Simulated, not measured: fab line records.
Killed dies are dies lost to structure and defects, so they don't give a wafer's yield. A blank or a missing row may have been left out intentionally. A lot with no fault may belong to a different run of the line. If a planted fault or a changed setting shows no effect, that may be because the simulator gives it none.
Struck lot and sound lot, side by side + flow nand-harc + 13 out of 1302 route steps
Sound: these wafers, L994.1, L994.3, L994.6. Struck: wafer L983.2. (L983.3 of the same lot was not struck and is left out.) The cause comes at the end.
Order at every step that has rows: each side's tool, ch and its chambers, its first start. Under that, the readings that differ: sound wafers + struck wafers + difference of the means + sigmas: that difference in standard deviations of wafers without a fault.
alike: readings with means less than 2 such deviations apart, plus words and numbers identical on both sides. not compared: withheld readings, readings lacking a value on some wafer, bounds such as >300 that could conceal the same value, and numbers that have no deviation in the record and whose values overlap.
A row with sigmas, a row that says differs or no value, or rows on one side alone: a step with any of these is where the two part. Non-overlapping numbers with no deviation appear without sigmas and do not part them. Lack of a reading on every wafer of one side parts them only where that side has two or more wafers.

first, 1 step without rows for these wafers: NHARC_A_CONTACT_STRIP_27 (strips in post etch residue remover, time 600 s).
NHARC_A_CONTACT_ALD_18: deposits TiN, target thk 3 nm, pulse time 1 s, ald cycles 150.
  sound on ald-metal-02 ch 0,2, day 30 15:34; struck on ald-metal-04 ch 3, day 25 19:32
| reading            | sound          | struck | difference | sigmas |
|--------------------|----------------|--------|------------|--------|
| heater-power-w (W) | 1262 1064 1018 | 882    | -233       | -2     |
  alike: precursor-pulse-height-rel
  not compared: since-wet-clean-h
NHARC_A_CONTACT_CVD_19: deposits W, target thk 300 nm, time 802 s.
  sound: cvd-w-01 ch 0; struck: cvd-w-01 ch 0
  alike: heater-power-w, mfc-ar-sccm, throttle-valve-pct
  not compared: since-wet-clean-h
NHARC_A_CONTACT_CMP_20: polishes, t overpolish 30 s, target thk 300 nm.
  sound on cmp-02 ch 0,2,3, day 30 16:41; struck on cmp-01 ch 3, day 25 20:41
  alike: motor-current-A, overpolish-run-s, time-to-endpoint-s
  not compared: pad-life-wafers
then, 1 step without rows for these wafers: NHARC_A_CONTACT_SRD_22.
NHARC_A_CONTACT_INSPECT_23:
  sound: defect-inspect-02 at day 30 17:02; struck: defect-inspect-01 at day 25 21:02
  alike: raw-defect-count
then, 5 steps without rows for these wafers: NHARC_A_BLC_DEHYDRATE_00 (time 120 s); NHARC_A_BLC_HMDS_01 (time 30 s); NHARC_A_BLC_COAT_02 (time 75 s); NHARC_A_BLC_COAT_03 (time 65 s); NHARC_A_BLC_COAT_04 (resist thk 90 nm).
NHARC_A_BLC_SOFTBAKE_05: time 55 s.
  sound on litho-track-06 ch 0, day 30 17:00; struck on litho-track-04 ch 0, day 25 21:00
| reading                  | sound                | struck | difference | sigmas      |
|--------------------------|----------------------|--------|------------|-------------|
| heater-power-total-W (W) | 188.28 188.35 188.53 | 222.88 | +34.49     | +99 or more |
  alike: exhaust-pa, resist-line-temp-C
then, 1 step without rows for these wafers: NHARC_A_BLC_EBR_06.

## WHERE THEY PART
Earliest at NHARC_A_CONTACT_ALD_18; latest, in this record, at NHARC_A_BLC_SOFTBAKE_05.

WHY: what had been put in by the simulator
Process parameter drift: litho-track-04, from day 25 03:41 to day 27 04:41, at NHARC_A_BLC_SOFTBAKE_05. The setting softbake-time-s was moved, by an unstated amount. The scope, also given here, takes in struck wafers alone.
